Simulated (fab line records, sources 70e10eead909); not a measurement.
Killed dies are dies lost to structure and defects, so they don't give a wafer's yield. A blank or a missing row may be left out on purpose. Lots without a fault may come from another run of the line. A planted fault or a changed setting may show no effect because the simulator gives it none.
Which tool did it? | flow nand_harc | 24 lots, 72 wafers sampled, at 6 steps of a route of 1302

WHAT THE GAUGES READ, wafer by wafer
NHARC_A_DECK1_JOINT_THK_MEAS_17: measures by ellipsometry. Usual: thk_nm 44.7 nm, standard deviation 1.
lot  | measured     | on            | thk_nm (nm)    | flag
L074 | day 12 02:13 | film_metro-01 | 42.0 45.4 46.0 |
L075 | day 12 11:33 | film_metro-02 | 44.3 44.5 44.9 |
L076 | day 13 13:50 | film_metro-02 | 45.2 43.7 43.7 |
L077 | day 13 13:40 | film_metro-01 | 43.9 46.2 44.3 |
L078 | day 13 20:04 | film_metro-01 | 44.5 43.9 46.0 |
L079 | day 14 03:26 | film_metro-01 | 44.0 43.7 44.8 |
L080 | day 15 04:26 | film_metro-01 | 44.8 45.3 44.7 |
L081 | day 15 04:25 | film_metro-02 | 45.3 44.7 45.8 |
L082 | day 16 04:10 | film_metro-02 | 45.3 45.6 43.8 |
L083 | day 16 04:10 | film_metro-01 | 44.5 45.3 45.7 |
L085 | day 16 20:42 | film_metro-01 | 43.1 44.2 44.6 |
L084 | day 16 20:42 | film_metro-01 | 45.2 46.2 44.5 |
L086 | day 17 13:32 | film_metro-02 | 45.3 45.1 44.7 |
L087 | day 17 13:32 | film_metro-01 | 43.9 44.1 46.3 |
L089 | day 18 22:47 | film_metro-01 | 44.5 44.6 44.5 |
L088 | day 18 22:57 | film_metro-01 | 43.6 45.0 46.5 |
L090 | day 19 10:10 | film_metro-02 | 43.7 43.9 44.4 |
L091 | day 19 10:10 | film_metro-01 | 44.9 45.1 43.5 |
L092 | day 19 17:59 | film_metro-02 | 44.7 43.0 42.5 |
L093 | day 20 09:39 | film_metro-01 | 43.8 42.8 44.2 |
L094 | day 21 07:49 | film_metro-02 | 43.4 44.1 46.4 |
L095 | day 21 05:05 | film_metro-01 | 46.1 44.3 45.1 |
L096 | day 21 17:50 | film_metro-02 | 46.0 44.2 46.2 |
L097 | day 22 07:59 | film_metro-02 | 45.6 44.3 46.1 |

WHICH TOOL RAN EACH LOT (tool, then ch and the chambers of the sampled wafers, then the start)
lot  | NHARC_P_M1_ETCH_35                 | NHARC_P_M2_ETCH_15                            | NHARC_P_M2_PVD_21                       | NHARC_P_BONDPAD_PVD_27                  | NHARC_A_CHANNEL_FILL_D1_STRIP_28
L074 | rie_diel-05 ch 0,2, day 6 05:02    | rie_diel-10 ch 1,2,3, day 9 17:59 or earlier  | pvd_sputter-01, day 9 17:59 or earlier  | pvd_sputter-03, day 9 17:59 or earlier  | rie_diel-05 ch 0,1, day 9 17:59
L075 | rie_diel-05 ch 0,2, day 6 09:44    | rie_diel-10 ch 0,1, day 9 21:42 or earlier    | pvd_sputter-01, day 9 21:42 or earlier  | pvd_sputter-01, day 9 21:42 or earlier  | rie_diel-05 ch 1,2, day 9 21:42
L076 | rie_diel-05 ch 0,1,2, day 7 04:29  | rie_diel-02 ch 0,2,3, day 10 22:10 or earlier | pvd_sputter-02, day 10 22:10 or earlier | pvd_sputter-01, day 10 22:10 or earlier | rie_diel-10 ch 0,2,3, day 10 22:10
L077 | rie_diel-05 ch 0,1,3, day 7 08:19  | rie_diel-02 ch 2,3, day 11 03:02 or earlier   | pvd_sputter-02, day 11 03:02 or earlier | pvd_sputter-01, day 11 03:02 or earlier | rie_diel-05 ch 0,2, day 11 03:02
L078 | rie_diel-03 ch 0,1,2, day 7 22:17  | rie_diel-04 ch 0,2,3, day 11 10:38 or earlier | pvd_sputter-02, day 11 10:38 or earlier | pvd_sputter-01, day 11 10:38 or earlier | rie_diel-02 ch 1,2,3, day 11 10:38
L079 | rie_diel-01 ch 0,1,3, day 8 03:02  | rie_diel-04 ch 1,2, day 11 16:28 or earlier   | pvd_sputter-02, day 11 16:28 or earlier | pvd_sputter-03, day 11 16:28 or earlier | rie_diel-10 ch 1,2,3, day 11 16:28
L080 | rie_diel-05 ch 0,2,3, day 8 20:55  | rie_diel-02 ch 0,1,2, day 12 14:26 or earlier | pvd_sputter-03, day 12 14:26 or earlier | pvd_sputter-03, day 12 14:26 or earlier | rie_diel-02 ch 0,1,2, day 12 14:26
L081 | rie_diel-05 ch 0,1,3, day 9 04:58  | rie_diel-04 ch 0,1,2, day 12 14:25 or earlier | pvd_sputter-02, day 12 14:25 or earlier | pvd_sputter-01, day 12 14:25 or earlier | rie_diel-10 ch 0,2,3, day 12 14:25
L082 | rie_diel-05 ch 0,1,2, day 9 18:57  | rie_diel-04 ch 0,1,3, day 13 18:44 or earlier | pvd_sputter-01, day 13 18:44 or earlier | pvd_sputter-03, day 13 18:44 or earlier | rie_diel-10 ch 2,3, day 13 18:44
L083 | rie_diel-05 ch 0,1,2, day 10 04:17 | rie_diel-04 ch 0,1,3, day 13 18:46 or earlier | pvd_sputter-01, day 13 18:46 or earlier | pvd_sputter-01, day 13 18:46 or earlier | rie_diel-02 ch 0,1,2, day 13 18:46
L085 | rie_diel-03 ch 1,2, day 10 16:43   | rie_diel-04 ch 1,3, day 14 09:17 or earlier   | pvd_sputter-02, day 14 09:17 or earlier | pvd_sputter-03, day 14 09:17 or earlier | rie_diel-05 ch 0,1,2, day 14 09:17
L084 | rie_diel-03 ch 2,3, day 10 17:20   | rie_diel-10 ch 0,1,3, day 14 09:13 or earlier | pvd_sputter-03, day 14 09:13 or earlier | pvd_sputter-02, day 14 09:13 or earlier | rie_diel-10 ch 2,3, day 14 09:13
L086 | rie_diel-05 ch 0,1,2, day 11 06:35 | rie_diel-02 ch 0,1,2, day 14 23:26 or earlier | pvd_sputter-03, day 14 23:26 or earlier | pvd_sputter-03, day 14 23:26 or earlier | rie_diel-05 ch 1,2,3, day 14 23:26
L087 | rie_diel-03 ch 0,2,3, day 11 16:26 | rie_diel-10 ch 0,1,3, day 15 04:50 or earlier | pvd_sputter-01, day 15 04:50 or earlier | pvd_sputter-02, day 15 04:50 or earlier | rie_diel-05 ch 1,2,3, day 15 04:50
L089 | rie_diel-03 ch 0,1,3, day 12 07:31 | rie_diel-04 ch 0,3, day 16 02:48 or earlier   | pvd_sputter-01, day 16 02:48 or earlier | pvd_sputter-02, day 16 02:48 or earlier | rie_diel-05 ch 0,1,3, day 16 02:48
L088 | rie_diel-01 ch 0,1,3, day 12 08:28 | rie_diel-02 ch 0,3, day 16 02:47 or earlier   | pvd_sputter-01, day 16 02:47 or earlier | pvd_sputter-01, day 16 02:47 or earlier | rie_diel-10 ch 1,3, day 16 02:47
L090 | rie_diel-01 ch 0,2,3, day 13 00:25 | rie_diel-10 ch 0,2,3, day 16 16:28 or earlier | pvd_sputter-01, day 16 16:28 or earlier | pvd_sputter-03, day 16 16:28 or earlier | rie_diel-10 ch 1,2,3, day 16 16:28
L091 | rie_diel-01 ch 0,1,3, day 13 08:23 | rie_diel-10 ch 0,1,2, day 16 23:37 or earlier | pvd_sputter-01, day 16 23:37 or earlier | pvd_sputter-01, day 16 23:37 or earlier | rie_diel-02 ch 0,1,2, day 16 23:37
L092 | rie_diel-03 ch 1,2, day 13 15:02   | rie_diel-04 ch 0,3, day 17 09:53 or earlier   | pvd_sputter-02, day 17 09:53 or earlier | pvd_sputter-01, day 17 09:53 or earlier | rie_diel-10 ch 0,1,2, day 17 09:53
L093 | rie_diel-05 ch 0,1,2, day 14 04:40 | rie_diel-10 ch 1,2,3, day 17 20:33 or earlier | pvd_sputter-02, day 17 20:33 or earlier | pvd_sputter-01, day 17 20:33 or earlier | rie_diel-10 ch 0,1,3, day 17 20:33
L094 | rie_diel-05 ch 0,1,2, day 14 15:30 | rie_diel-02 ch 1,3, day 18 08:10 or earlier   | pvd_sputter-03, day 18 08:10 or earlier | pvd_sputter-03, day 18 08:10 or earlier | rie_diel-05 ch 0,1,3, day 18 08:10
L095 | rie_diel-05 ch 0,1,3, day 14 23:55 | rie_diel-04 ch 1,2,3, day 18 19:42 or earlier | pvd_sputter-03, day 18 19:42 or earlier | pvd_sputter-01, day 18 19:42 or earlier | rie_diel-02 ch 1,2,3, day 18 19:42
L096 | rie_diel-01 ch 0,2,3, day 15 12:41 | rie_diel-10 ch 0,2,3, day 19 04:16 or earlier | pvd_sputter-02, day 19 04:16 or earlier | pvd_sputter-01, day 19 04:16 or earlier | rie_diel-10 ch 0,2, day 19 04:16
L097 | rie_diel-03 ch 0,1, day 16 01:57   | rie_diel-10 ch 0,1,3, day 20 00:26 or earlier | pvd_sputter-02, day 20 00:26 or earlier | pvd_sputter-01, day 20 00:26 or earlier | rie_diel-05 ch 0,1,3, day 20 00:26
- NHARC_P_M1_ETCH_35: etches the open film in N2/H2, target depth 40 nm, overetch 12 nm, time 43.94 s.
- NHARC_P_M2_ETCH_15: etches the open film in C4F8/Ar, target depth 182.5 nm, time 91.2 s.
- NHARC_P_M2_PVD_21: deposits Cu, target thk 30 nm, time 20.49 s.
- NHARC_P_BONDPAD_PVD_27: deposits Cu, target thk 30 nm, time 20.49 s.
- NHARC_A_CHANNEL_FILL_D1_STRIP_28: strips in O2, time 20 s.

WHAT THE TOOLS THEMSELVES READ (means of the sampled wafers that have a number; where no wafer has one, the mark that the record gives instead)
NHARC_P_M1_ETCH_35. Usual: bias_w 150.0 W, standard deviation 0.45; drypump_motor_current_A 5.56 A, standard deviation 0.24; h2_flow_sccm 150.0 sccm, standard deviation 0.47; oes_product_au 1.000 a.u., standard deviation 0.0089; rf_vpp_V 431.2 V, standard deviation 2.3; showerhead_plenum_p_Torr 2.07 Torr, standard deviation 0.077; throttle_valve_pct 14.172 %, standard deviation 0.01.
lot  | tool        | bias_w (W) | drypump_motor_current_A (A) | h2_flow_sccm (sccm) | oes_product_au (a.u.) | rf_vpp_V (V) | showerhead_plenum_p_Torr (Torr) | throttle_valve_pct (%) | flag
L074 | rie_diel-05 | 150.1      | 5.56                        | 150.0               | 1.003                 | 433.2        | 2.14                            | 14.168                 |
L075 | rie_diel-05 | 149.8      | 5.61                        | 150.5               | 1.001                 | 432.4        | 2.13                            | 14.171                 |
L076 | rie_diel-05 | 150.5      | 5.56                        | 149.6               | 0.995                 | 431.6        | 2.11                            | 14.175                 |
L077 | rie_diel-05 | 149.7      | 5.50                        | 150.2               | 0.999                 | 431.9        | 2.08                            | 14.168                 |
L078 | rie_diel-03 | 150.2      | 5.70                        | 150.4               | 1.000                 | 431.6        | 2.09                            | 14.175                 |
L079 | rie_diel-01 | 149.9      | 5.24                        | 150.1               | 1.007                 | 429.9        | 2.02                            | 14.168                 |
L080 | rie_diel-05 | 150.4      | 5.54                        | 150.4               | 0.990                 | 432.6        | 2.11                            | 14.171                 |
L081 | rie_diel-05 | 149.9      | 5.47                        | 150.0               | 1.000                 | 431.2        | 2.08                            | 14.178                 |
L082 | rie_diel-05 | 149.7      | 5.55                        | 150.2               | 0.997                 | 433.1        | 2.11                            | 14.172                 |
L083 | rie_diel-05 | 149.9      | 5.56                        | 150.3               | 0.988                 | 432.6        | 2.10                            | 14.175                 |
L085 | rie_diel-03 | 149.8      | 5.83                        | 149.8               | 1.011                 | 431.7        | 2.08                            | 14.164                 |
L084 | rie_diel-03 | 150.1      | 5.75                        | 150.2               | 1.003                 | 430.9        | 2.05                            | 14.171                 |
L086 | rie_diel-05 | 150.4      | 5.54                        | 149.6               | 1.004                 | 432.7        | 2.10                            | 14.155                 |
L087 | rie_diel-03 | 150.4      | 5.74                        | 149.9               | 1.006                 | 432.1        | 2.10                            | 14.185                 |
L089 | rie_diel-03 | 149.9      | 5.57                        | 150.6               | 1.005                 | 430.2        | 2.04                            | 14.176                 |
L088 | rie_diel-01 | 149.7      | 5.24                        | 149.9               | 0.989                 | 429.5        | 2.02                            | 14.159                 |
L090 | rie_diel-01 | 150.4      | 5.60                        | 149.7               | 0.994                 | 427.8        | 1.96                            | 14.169                 |
L091 | rie_diel-01 | 150.0      | 5.23                        | 150.1               | 0.994                 | 429.9        | 2.01                            | 14.173                 |
L092 | rie_diel-03 | 149.9      | 5.68                        | 149.9               | 1.010                 | 429.7        | 2.01                            | 14.167                 |
L093 | rie_diel-05 | 150.0      | 5.56                        | 149.6               | 1.000                 | 432.5        | 2.10                            | 14.181                 |
L094 | rie_diel-05 | 150.2      | 5.57                        | 150.1               | 1.005                 | 432.7        | 2.10                            | 14.180                 |
L095 | rie_diel-05 | 150.0      | 5.50                        | 149.9               | 0.991                 | 432.1        | 2.08                            | 14.176                 |
L096 | rie_diel-01 | 149.5      | 5.61                        | 150.3               | 0.994                 | 428.4        | 1.95                            | 14.184                 |
L097 | rie_diel-03 | 150.0      | 5.54                        | 150.4               | 1.009                 | 429.8        | 2.02                            | 14.167                 |

NHARC_P_M2_ETCH_15. Usual: bias_w 299.9 W, standard deviation 0.97; oes_product_au 0.940 a.u., standard deviation 0.021; rf_vpp_V 441.3 V, standard deviation 2.3.
lot  | tool        | bias_w (W) | oes_product_au (a.u.) | rf_vpp_V (V) | flag
L074 | rie_diel-10 | 299.9      | 0.954                 | 440.1        |
L075 | rie_diel-10 | 300.8      | 0.965                 | 439.6        |
L076 | rie_diel-02 | 300.0      | 0.928                 | 442.9        |
L077 | rie_diel-02 | 300.1      | 0.923                 | 443.5        |
L078 | rie_diel-04 | 299.4      | 0.926                 | 442.3        |
L079 | rie_diel-04 | 298.6      | 0.934                 | 442.5        |
L080 | rie_diel-02 | 299.3      | 0.925                 | 441.4        |
L081 | rie_diel-04 | 300.1      | 0.978                 | 440.9        |
L082 | rie_diel-04 | 300.4      | 0.934                 | 441.8        |
L083 | rie_diel-04 | 299.9      | 0.929                 | 441.5        |
L085 | rie_diel-04 | 300.5      | 0.930                 | 442.9        |
L084 | rie_diel-10 | 299.0      | 0.967                 | 440.2        |
L086 | rie_diel-02 | 299.5      | 0.939                 | 442.5        |
L087 | rie_diel-10 | 299.3      | 0.970                 | 440.3        |
L089 | rie_diel-04 | 298.7      | 0.923                 | 440.2        |
L088 | rie_diel-02 | 300.5      | 0.918                 | 442.5        |
L090 | rie_diel-10 | 301.0      | 0.967                 | 439.0        |
L091 | rie_diel-10 | 300.0      | 0.928                 | 438.2        |
L092 | rie_diel-04 | 300.0      | 0.926                 | 442.4        |
L093 | rie_diel-10 | 300.4      | 0.969                 | 439.8        |
L094 | rie_diel-02 | 300.4      | 0.923                 | 444.4        |
L095 | rie_diel-04 | 300.4      | 0.928                 | 443.1        |
L096 | rie_diel-10 | 299.9      | 0.919                 | 439.8        |
L097 | rie_diel-10 | 300.8      | 0.962                 | 441.0        |

NHARC_P_M2_PVD_21. Usual: throttle_valve_pct 29.8 %, standard deviation 0.98.
lot  | tool           | throttle_valve_pct (%) | flag
L074 | pvd_sputter-01 | 29.7                   |
L075 | pvd_sputter-01 | 31.6                   |
L076 | pvd_sputter-02 | 29.4                   |
L077 | pvd_sputter-02 | 29.5                   |
L078 | pvd_sputter-02 | 29.4                   |
L079 | pvd_sputter-02 | 29.4                   |
L080 | pvd_sputter-03 | 30.0                   |
L081 | pvd_sputter-02 | 29.6                   |
L082 | pvd_sputter-01 | 30.0                   |
L083 | pvd_sputter-01 | 31.7                   |
L085 | pvd_sputter-02 | 29.4                   |
L084 | pvd_sputter-03 | 29.5                   |
L086 | pvd_sputter-03 | 30.0                   |
L087 | pvd_sputter-01 | 29.5                   |
L089 | pvd_sputter-01 | 29.4                   |
L088 | pvd_sputter-01 | 30.5                   |
L090 | pvd_sputter-01 | 30.1                   |
L091 | pvd_sputter-01 | 29.5                   |
L092 | pvd_sputter-02 | 30.1                   |
L093 | pvd_sputter-02 | 29.8                   |
L094 | pvd_sputter-03 | 30.0                   |
L095 | pvd_sputter-03 | 30.2                   |
L096 | pvd_sputter-02 | 29.9                   |
L097 | pvd_sputter-02 | 29.4                   |

NHARC_P_BONDPAD_PVD_27. Usual: throttle_valve_pct 29.9 %, standard deviation 1.1.
lot  | tool           | throttle_valve_pct (%) | flag
L074 | pvd_sputter-03 | 28.5                   |
L075 | pvd_sputter-01 | 31.1                   |
L076 | pvd_sputter-01 | 31.2                   |
L077 | pvd_sputter-01 | 31.0                   |
L078 | pvd_sputter-01 | 30.8                   |
L079 | pvd_sputter-03 | 29.5                   |
L080 | pvd_sputter-03 | 29.2                   |
L081 | pvd_sputter-01 | 30.3                   |
L082 | pvd_sputter-03 | 29.4                   |
L083 | pvd_sputter-01 | 31.0                   |
L085 | pvd_sputter-03 | 30.0                   |
L084 | pvd_sputter-02 | 29.7                   |
L086 | pvd_sputter-03 | 28.8                   |
L087 | pvd_sputter-02 | 29.7                   |
L089 | pvd_sputter-02 | 29.7                   |
L088 | pvd_sputter-01 | 30.6                   |
L090 | pvd_sputter-03 | 29.5                   |
L091 | pvd_sputter-01 | 30.5                   |
L092 | pvd_sputter-01 | 29.0                   |
L093 | pvd_sputter-01 | 29.4                   |
L094 | pvd_sputter-03 | 28.7                   |
L095 | pvd_sputter-01 | 29.5                   |
L096 | pvd_sputter-01 | 29.5                   |
L097 | pvd_sputter-01 | 29.8                   |

NHARC_A_CHANNEL_FILL_D1_STRIP_28. Usual: drypump_motor_current_A 5.7 A, standard deviation 0.35; o2_flow_sccm 500.0 sccm, standard deviation 1.6; oes_product_au 0.997 a.u., standard deviation 0.0072; rf_vpp_V 57.9 V, standard deviation 0.85; showerhead_plenum_p_Torr 3.56 Torr, standard deviation 0.12; throttle_valve_pct 17.036 %, standard deviation 0.0086.
lot  | tool        | drypump_motor_current_A (A) | o2_flow_sccm (sccm) | oes_product_au (a.u.) | rf_vpp_V (V) | showerhead_plenum_p_Torr (Torr) | throttle_valve_pct (%) | flag
L074 | rie_diel-05 | 5.6                         | 501.3               | 1.001                 | 58.1         | 3.63                            | 17.041                 |
L075 | rie_diel-05 | 5.5                         | 499.2               | 1.002                 | 57.4         | 3.64                            | 17.028                 |
L076 | rie_diel-10 | 5.8                         | 500.3               | 0.999                 | 57.6         | 3.47                            | 17.032                 |
L077 | rie_diel-05 | 5.6                         | 499.6               | 0.994                 | 57.7         | 3.68                            | 17.039                 |
L078 | rie_diel-02 | 5.9                         | 498.7               | 0.994                 | 58.0         | 3.71                            | 17.036                 |
L079 | rie_diel-10 | 5.9                         | 499.6               | 0.992                 | 57.2         | 3.46                            | 17.036                 |
L080 | rie_diel-02 | 5.8                         | 500.8               | 0.995                 | 57.7         | 3.63                            | 17.040                 |
L081 | rie_diel-10 | 5.8                         | 501.1               | 0.993                 | 58.0         | 3.46                            | 17.040                 |
L082 | rie_diel-10 | 6.1                         | 498.9               | 0.999                 | 56.7         | 3.42                            | 17.036                 |
L083 | rie_diel-02 | 5.8                         | 499.4               | 0.996                 | 57.9         | 3.63                            | 17.029                 |
L085 | rie_diel-05 | 5.6                         | 501.1               | 1.003                 | 58.2         | 3.63                            | 17.034                 |
L084 | rie_diel-10 | 5.8                         | 499.3               | 0.985                 | 57.9         | 3.52                            | 17.042                 |
L086 | rie_diel-05 | 5.4                         | 500.5               | 0.995                 | 57.5         | 3.59                            | 17.037                 |
L087 | rie_diel-05 | 5.5                         | 500.5               | 0.995                 | 57.7         | 3.59                            | 17.032                 |
L089 | rie_diel-05 | 5.5                         | 500.5               | 1.001                 | 58.1         | 3.59                            | 17.035                 |
L088 | rie_diel-10 | 5.8                         | 501.5               | 0.991                 | 57.3         | 3.50                            | 17.027                 |
L090 | rie_diel-10 | 5.9                         | 498.7               | 0.992                 | 57.7         | 3.46                            | 17.029                 |
L091 | rie_diel-02 | 5.8                         | 500.1               | 1.004                 | 57.7         | 3.62                            | 17.039                 |
L092 | rie_diel-10 | 5.9                         | 499.1               | 1.008                 | 57.7         | 3.40                            | 17.037                 |
L093 | rie_diel-10 | 5.7                         | 499.6               | 0.994                 | 57.2         | 3.50                            | 17.044                 |
L094 | rie_diel-05 | 5.5                         | 502.1               | 1.000                 | 58.4         | 3.59                            | 17.038                 |
L095 | rie_diel-02 | 5.9                         | 499.1               | 1.001                 | 58.2         | 3.70                            | 17.034                 |
L096 | rie_diel-10 | 6.1                         | 498.0               | 1.004                 | 57.6         | 3.36                            | 17.037                 |
L097 | rie_diel-05 | 5.5                         | 499.8               | 0.993                 | 57.7         | 3.59                            | 17.030                 |

THE ANSWER, worked out from the rows above alone
Rule: a lot is off if the mean of its wafers that have a number lies more than 3 standard deviations from the usual mean. A lot without any number at a reading at which 4 lots or more have one is off too. The other lots that the step has rows for count as sound. The gauges are gone through in route order, then the tools' own readings, and for those a lot's mean is taken as printed above. The first step at which some lot is off is used, and at that step the reading that is off furthest; a lot without a number counts as furthest.
No lot is off at any reading shown: from this, nothing can be told.

WHAT THE SIMULATOR HAD PUT IN
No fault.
